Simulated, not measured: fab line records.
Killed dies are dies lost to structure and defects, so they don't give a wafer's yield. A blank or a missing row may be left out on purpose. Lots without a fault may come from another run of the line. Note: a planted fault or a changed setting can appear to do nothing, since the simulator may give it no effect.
Chamber matching + flow n5Finfet + N5_FIN_CUT_ETCH_20 on rieDiel-02: 4 sister chambers
The step etches SiARC in CF4, target depth 26 nm, time 43.3 s. 4 wafers are shown with their chamber, then 10 later ones without.

## WAFERS, EACH WITH ITS CHAMBER
| wafer  | chamber | drypumpMotorCurrentA (A) |
|--------|---------|--------------------------|
| L085.2 | 1       | 6.2                      |
| L086.3 | 3       | 6.6                      |
| L087.2 | 2       | 6.2                      |
| L087.3 | 0       | 5.1                      |

## WAFERS WITHOUT THEIR CHAMBER
| wafer  | drypumpMotorCurrentA (A) |
|--------|--------------------------|
| L087.5 | 6.2                      |
| L092.1 | 6.1                      |
| L092.2 | 6.6                      |
| L092.4 | 6.1                      |
| L095.1 | 6.2                      |
| L095.2 | 6.1                      |
| L095.4 | 6.6                      |
| L097.1 | 6.1                      |
| L097.2 | 5.1                      |
| L097.6 | 6.6                      |

## EACH ONE'S CHAMBER
| wafer  | from the rows above     | in truth |
|--------|-------------------------|----------|
| L087.5 | can't be placed: 1 or 2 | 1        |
| L092.1 | can't be placed: 1 or 2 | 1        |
| L092.2 | 3                       | 3        |
| L092.4 | can't be placed: 1 or 2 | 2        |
| L095.1 | can't be placed: 1 or 2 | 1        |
| L095.2 | can't be placed: 1 or 2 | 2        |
| L095.4 | 3                       | 3        |
| L097.1 | can't be placed: 1 or 2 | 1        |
| L097.2 | 0                       | 0        |
| L097.6 | 3                       | 3        |
Placed correctly: 4 of 10. Not placeable from these rows: 6 (in 6, the candidates include the true chamber). Placed wrongly: 0.
How it was worked out, from the rows above alone: a wafer's distance from a chamber is the root of the sum, over the readings, of the square of ((its reading less the chamber's mean) divided by the reading's scatter). The wafer belongs to the nearest chamber; if the next one is less than 2 further off, it can't be placed. A chamber's mean is the mean of its shown wafers. The scatter: with one shown wafer a chamber, the root of the mean of the squares of how far each hidden wafer lies from its nearest shown one.
